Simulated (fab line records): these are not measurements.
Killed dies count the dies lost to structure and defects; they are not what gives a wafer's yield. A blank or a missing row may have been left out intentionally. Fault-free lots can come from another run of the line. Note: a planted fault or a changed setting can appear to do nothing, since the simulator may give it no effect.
fab line records	flow nand-harc
record lots=13	wafers=39	last-day=33
route steps=1302 shown A_CHANNEL_FILL_D1@507 A_ONON_D2@546 END@1302
lots that met no fault: taken from a fault-free run of the same line
start-h: start of the lot's first displayed wafer, in hours after the record's first day	wait-h: how many hours have passed since the lot's step before this one	" unchanged from the row above	L1.1+2: several wafers, shown together as one row	- no value, or no start given	* or withheld: withheld	< > ~ a bound
route shown NAME@n: NAME is a module with steps in the file, n the number in the route of the first one	usual: average and standard deviation across the fault-free wafers	same: alike in all rows	chamber/n: place in a boat	sites: the reading at each site	_std_site: their standard deviation	_edge_site: outer sites' mean less inner sites'	radius-mm: for every site, how far away it sits from the centre of the wafer	mask NAME#n: copy n	behind: tool/chamber where the wafer was last shaped	hold: the reason the lot was held/the length of the hold in hours/how it ended	device: transistor that didn't switch, given as n, p or np	end of line: the route-end tests of the same wafers	step lacking rows: just its recipe	killed: dies that structure and defects cost at the first sort, which is not the same as the wafer's yield	map: the dies of a wafer, with x for killed, . for not killed, _ for no die there
set.NAME: the setting that was run; set.NAME@STEP: the one run at that earlier step	model.NAME: the simulator's own value behind a step, which no gauge read
route steps across a sampled set of lots; one table per step, one row per wafer
services: the hour from which a tool's chamber was out of use, counted from the record's first day as start-h (under 0 if before that day), plus the number of hours and why
## steps
# step NHARC_A_CHANNEL_FILL_D1_ALD_25
# recipe target-thk-a=600	pulse-time-s=10	ald-cycles=600	temp-c=300	material=SiOx
# usual heater-power-w=487/61	precursor-pulse-height-rel=1.000/0.02
lot.wafer	tool	chamber	start-h	wait-h	heater-power-w	precursor-pulse-height-rel
L437.2	ald-hk-02	3	226.08	0.1	424	0.993
L437.3	"	0	"	"	415	0.996
L437.5	"	0	229.16	3.1	421	0.970
L439.3	ald-hk-03	3	236.78	0.1	573	0.965
L439.6	"	3	239.23	2.5	565	1.025
L439.5	"	0	"	"	447	1.008
L438.2	ald-hk-01	3	237.39	0.7	437	1.003
L438.3	"	1	238.62	1.9	481	0.955
L438.5	"	2	"	"	596	0.994
L440.4	ald-hk-01	2	270.28	1.5	602	1.035
L440.2	"	0	271.51	2.7	477	1.007
L440.6	"	2	272.75	4.0	585	1.008
L443.4	ald-hk-01	2	281.64	0.1	600	0.983
L443.3	"	3	"	"	445	0.994
L443.6	"	2	284.12	2.5	593	1.002
L445.2	ald-hk-03	0	302.42	0.7	473	1.011
L445.4	"	2	303.67	1.9	549	0.986
L445.5	"	3	"	"	563	1.006
L451.2	ald-hk-02	2	366.71	0.1	497	0.997
L451.3	"	3	"	"	410	1.025
L451.6	"	2	369.13	2.5	513	0.988
L450.3	ald-hk-03	3	366.71	0.1	564	0.988
L450.4	"	0	"	"	461	1.001
L450.6	"	3	369.16	2.5	563	1.025
L453.4	ald-hk-03	3	385.10	1.9	570	1.002
L453.5	"	2	386.93	3.8	537	0.975
L453.6	"	3	"	"	565	1.017
L456.1	ald-hk-03	3	410.74	1.9	578	1.017
L456.5	"	0	"	"	477	1.016
L456.6	"	1	"	"	427	1.022
L458.4	ald-hk-03	2	438.89	0.7	536	0.974
L458.1	"	0	440.12	1.9	474	0.988
L458.5	"	1	"	"	423	1.004
L459.4	ald-hk-03	1	443.58	0.7	416	1.025
L459.2	"	2	"	"	532	0.990
L459.5	"	0	445.41	2.5	481	0.992
L460.3	ald-hk-02	3	453.61	0.0	408	1.045
L460.1	"	2	455.45	1.9	511	0.981
L460.5	"	0	456.67	3.1	422	0.995
# step NHARC_A_ONON_D2_THK_MEAS_02
# recipe thk-meas-gauge=ellipsometry
# usual thk-nm=1001/11
lot.wafer	tool	chamber	start-h	wait-h	thk-nm
L437.2	film-metro-02	-	274.41	-	1005
L437.3	"	-	"	"	1003
L437.5	"	-	"	"	1003
L438.2	film-metro-02	-	282.72	-	1007
L438.3	"	-	"	"	1006
L438.5	"	-	"	"	1006
L439.3	film-metro-01	-	282.89	-	997
L439.5	"	-	"	"	998
L439.6	"	-	"	"	996
L440.2	film-metro-02	-	314.74	-	990
L440.4	"	-	"	"	988
L440.6	"	-	"	"	990
L443.3	film-metro-02	-	332.52	-	1000
L443.4	"	-	"	"	1000
L443.6	"	-	"	"	1000
L445.2	film-metro-01	-	350.94	-	1007
L445.4	"	-	"	"	1007
L445.5	"	-	"	"	1008
L450.3	film-metro-02	-	413.29	-	988
L450.4	"	-	"	"	987
L450.6	"	-	"	"	986
L451.2	film-metro-01	-	413.64	-	989
L451.3	"	-	"	"	989
L451.6	"	-	"	"	990
L453.4	film-metro-01	-	436.71	-	1010
L453.5	"	-	"	"	1011
L453.6	"	-	"	"	1012
L456.1	film-metro-02	-	456.91	-	988
L456.5	"	-	"	"	987
L456.6	"	-	"	"	987
L458.1	film-metro-01	-	486.60	-	1016
L458.4	"	-	"	"	1017
L458.5	"	-	"	"	1018
L459.2	film-metro-02	-	493.74	-	989
L459.4	"	-	"	"	989
L459.5	"	-	"	"	989
L460.1	film-metro-02	-	500.12	-	997
L460.3	"	-	"	"	995
L460.5	"	-	"	"	996
# step NHARC_A_ONON_D2_THK_MEAS_05
# recipe thk-meas-gauge=ellipsometry
# usual thk-nm=1000/9.7
lot.wafer	tool	chamber	start-h	wait-h	thk-nm
L437.2	film-metro-01	-	274.98	-	1004
L437.3	"	-	"	"	1007
L437.5	"	-	"	"	1005
L438.2	film-metro-01	-	283.29	-	994
L438.3	"	-	"	"	995
L438.5	"	-	"	"	996
L439.3	film-metro-01	-	283.46	-	1015
L439.5	"	-	"	"	1016
L439.6	"	-	"	"	1015
L440.2	film-metro-02	-	315.44	-	991
L440.4	"	-	"	"	994
L440.6	"	-	"	"	994
L443.3	film-metro-01	-	333.08	-	999
L443.4	"	-	"	"	1000
L443.6	"	-	"	"	999
L445.2	film-metro-02	-	351.50	-	1012
L445.4	"	-	"	"	1011
L445.5	"	-	"	"	1010
L450.3	film-metro-02	-	413.86	-	999
L450.4	"	-	"	"	1000
L450.6	"	-	"	"	999
L451.2	film-metro-01	-	414.21	-	998
L451.3	"	-	"	"	1000
L451.6	"	-	"	"	998
L453.4	film-metro-01	-	437.27	-	1017
L453.5	"	-	"	"	1016
L453.6	"	-	"	"	1016
L456.1	film-metro-01	-	457.48	-	998
L456.5	"	-	"	"	995
L456.6	"	-	"	"	996
L458.1	film-metro-02	-	487.17	-	984
L458.4	"	-	"	"	983
L458.5	"	-	"	"	984
L459.2	film-metro-02	-	494.31	-	1002
L459.4	"	-	"	"	1001
L459.5	"	-	"	"	1002
L460.1	film-metro-02	-	500.68	-	998
L460.3	"	-	"	"	999
L460.5	"	-	"	"	999
# step NHARC_A_ONON_D2_DEP_12
# recipe target-thk-a=10000	n2-flow-sccm=2750	n2o-flow-sccm=2000	nh3-flow-sccm=500	sih4-flow-sccm=210	temp-c=400
lot.wafer	tool	chamber	start-h	wait-h
L437.2+3+5	pecvd-onon-03	0	276.23	0.1
L438.2+3+5	pecvd-onon-01	0	284.54	0.1
L439.3+5+6	pecvd-onon-03	0	284.76	0.2
L440.2+4+6	pecvd-onon-01	0	316.82	0.1
L443.3+4+6	pecvd-onon-01	0	334.38	0.2
L445.2+4+5	pecvd-onon-01	0	352.76	0.1
L450.3+4+6	pecvd-onon-04	0	415.17	0.2
L451.2+3+6	pecvd-onon-01	0	415.45	0.1
L453.4+5+6	pecvd-onon-03	0	438.63	0.2
L456.1+5+6	pecvd-onon-03	0	458.66	0.1
L458.1+4+5	pecvd-onon-01	0	488.35	0.1
L459.2+4+5	pecvd-onon-01	0	495.55	0.1
L460.1+3+5	pecvd-onon-01	0	501.87	0.1
# step NHARC_A_ONON_D2_THK_MEAS_14
# recipe thk-meas-gauge=ellipsometry
# usual thk-nm=998/9.8
lot.wafer	tool	chamber	start-h	wait-h	thk-nm
L437.2	film-metro-02	-	276.68	-	992
L437.3	"	-	"	"	991
L437.5	"	-	"	"	992
L438.2	film-metro-02	-	285.00	-	989
L438.3	"	-	"	"	988
L438.5	"	-	"	"	991
L439.3	film-metro-02	-	285.19	-	989
L439.5	"	-	"	"	989
L439.6	"	-	"	"	990
L440.2	film-metro-02	-	317.28	-	1014
L440.4	"	-	"	"	1014
L440.6	"	-	"	"	1014
L443.3	film-metro-01	-	334.78	-	469
L443.4	"	-	"	"	469
L443.6	"	-	"	"	469
L445.2	film-metro-02	-	353.21	-	461
L445.4	"	-	"	"	463
L445.5	"	-	"	"	464
L450.3	film-metro-02	-	415.57	-	1006
L450.4	"	-	"	"	1005
L450.6	"	-	"	"	1005
L451.2	film-metro-01	-	415.91	-	1009
L451.3	"	-	"	"	1006
L451.6	"	-	"	"	1006
L453.4	film-metro-01	-	438.96	-	994
L453.5	"	-	"	"	995
L453.6	"	-	"	"	995
L456.1	film-metro-02	-	459.17	-	983
L456.5	"	-	"	"	983
L456.6	"	-	"	"	982
L458.1	film-metro-02	-	488.87	-	987
L458.4	"	-	"	"	988
L458.5	"	-	"	"	988
L459.2	film-metro-01	-	496.00	-	987
L459.4	"	-	"	"	991
L459.5	"	-	"	"	988
L460.1	film-metro-02	-	502.38	-	992
L460.3	"	-	"	"	993
L460.5	"	-	"	"	991
# step NHARC_END_SORT_01
# recipe temp-c=25
# usual killed-at-array=53/20	killed-at-other=1/1.2	killed-at-periphery=3.7/2.6	killed-dies=58/20	killed-open=3.5/1.8	killed-short=2.4/1.7
# same gross-dies=677
lot.wafer	tool	chamber	start-h	wait-h	killed-at-array	killed-at-other	killed-at-periphery	killed-dies	killed-open	killed-short
L443.3	prober-02	0	622.68	3.1	673	3	1	677	6	1
L443.4	prober-02	0	623.48	3.4	675	0	2	677	3	3
L443.6	prober-02	0	625.06	4.0	671	1	5	677	3	2
L445.2	prober-02	0	646.45	2.8	673	1	3	677	3	6
L445.4	prober-02	0	648.02	3.4	676	0	1	677	3	4
L445.5	prober-02	0	648.81	3.6	673	0	4	677	7	3
# killed by level:class
L443.3 A_ONON_D2:area-dep=641 A_CHANNEL_HOLE_D2:chamber-film-flake=10 A_STAIRCASE:chamber-film-flake=5 A_CHANNEL_HOLE_D1:chamber-film-flake=4 A_M0:chamber-film-flake=3 A_DECK1_JOINT:geometric-particle:open=2 A_SLIT:chamber-film-flake=2 A_CONTACT:chamber-film-flake=2
L443.4 A_ONON_D2:area-dep=649 A_STAIRCASE:chamber-film-flake=11 A_CHANNEL_HOLE_D2:chamber-film-flake=4 A_CONTACT:chamber-film-flake=3 A_ONON_D2:geometric-particle:short=2 P_CONTACT:geometric-particle:open=1 P_M0:geometric-particle:open=1 A_WL_FILL:geometric-particle:short=1
L443.6 A_ONON_D2:area-dep=646 A_CHANNEL_HOLE_D2:chamber-film-flake=6 A_STAIRCASE:chamber-film-flake=6 P_GATE:chamber-film-flake=4 A_CONTACT:chamber-film-flake=3 A_CHANNEL_FILL_D1:geometric-particle:open=2 A_SLIT:chamber-film-flake=2 A_ONON_D2:geometric-particle:short=1
L445.2 A_ONON_D2:area-dep=597 A_CHANNEL_HOLE_D2:chamber-film-flake=36 A_CHANNEL_HOLE_D1:chamber-film-flake=29 A_STAIRCASE:chamber-film-flake=3 A_ONON_D2:geometric-particle:short=2 A_WL_FILL:geometric-particle:short=2 P_GATE:geometric-particle:open=1 P_CONTACT:geometric-particle:open=1
L445.4 A_ONON_D2:area-dep=603 A_CHANNEL_HOLE_D1:chamber-film-flake=28 A_CHANNEL_HOLE_D2:chamber-film-flake=25 A_STAIRCASE:chamber-film-flake=3 A_CONTACT:chamber-film-flake=3 A_ZERO_WELL:chamber-film-flake=2 A_CHANNEL_FILL_D1:chamber-film-flake=2 A_SLIT:chamber-film-flake=2
L445.5 A_ONON_D2:area-dep=591 A_CHANNEL_HOLE_D1:chamber-film-flake=40 A_CHANNEL_HOLE_D2:chamber-film-flake=27 A_CONTACT:chamber-film-flake=3 P_CONTACT:geometric-particle:open=2 A_ONON_D2:geometric-particle:open=2 A_CONTACT:geometric-particle:open=2 P_ZERO_WELL:chamber-film-flake=2
## services
tool	chamber	start-h	hours	kind
ald-hk-03	-	212.00	10.0	pm
ald-hk-03	0	212.00	10.0	vent-cycle
ald-hk-03	1	212.00	10.0	vent-cycle
ald-hk-03	2	212.00	10.0	vent-cycle
ald-hk-03	3	212.00	10.0	vent-cycle
ald-hk-03	0	222.00	-	clean
ald-hk-03	1	222.00	-	clean
ald-hk-03	2	222.00	-	clean
ald-hk-03	3	222.00	-	clean
pecvd-onon-03	-	227.00	13.0	pm
pecvd-onon-01	-	269.00	13.0	pm
pecvd-onon-03	-	296.79	4.9	repair
ald-hk-01	-	297.08	10.0	pm
pecvd-onon-04	-	311.30	13.0	pm
pecvd-onon-01	-	312.38	3.4	repair
ald-hk-02	-	355.26	10.0	pm
ald-hk-03	-	360.29	0.5	repair
ald-hk-03	-	390.00	10.0	pm
ald-hk-03	0	390.00	10.0	vent-cycle
ald-hk-03	1	390.00	10.0	vent-cycle
pecvd-onon-03	-	408.00	13.0	pm
pecvd-onon-01	-	450.00	13.0	pm
ald-hk-02	-	483.45	1.9	repair
pecvd-onon-04	-	492.30	13.0	pm
## key
first-sign step=NHARC_A_ONON_D2_THK_MEAS_14	reading=thk-nm	direction=down	sigmas=54	usual=998	struck=466
effect step=NHARC_END_SORT_01	reading=killed-at-array	direction=up	sigmas=32	usual=53	struck=674
more-kills-born-at NHARC_A_ONON_D2_DEP_12@pecvd-onon-01=3727
met-at NHARC_A_ONON_D2_DEP_12
struck-lots L443,L445
struck-wafers L443.3,L443.4,L443.6,L445.2,L445.4,L445.5
later-rows-left-out L443.3,L443.4,L443.6,L445.2,L445.4,L445.5
tester-left-out L443,L445
not-acting-at NHARC_A_CHANNEL_FILL_D1_ALD_25,NHARC_A_ONON_D2_THK_MEAS_02,NHARC_A_ONON_D2_THK_MEAS_05
onset-between 316.82 334.38
fault kind=process-parameter-drift	tool=pecvd-onon-01	chamber=0	onset-h=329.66	steps=NHARC_A_ONON_D2_DEP_12	channel=target-thk-a	offset=*	shape=step	end-h=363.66	acts-in=*	stated=*
# tester-left-out: of these lots the tester's yield and bins aren't shown, on N5 and GAA mostly nor the transistor test; their killed dies are dies lost to structure and defects alone, not to doping, threshold or leakage, so they don't give the yield
# later-rows-left-out: the simulator's readings of these wafers behind a module that went badly wrong aren't trusted and aren't shown, but for the sort
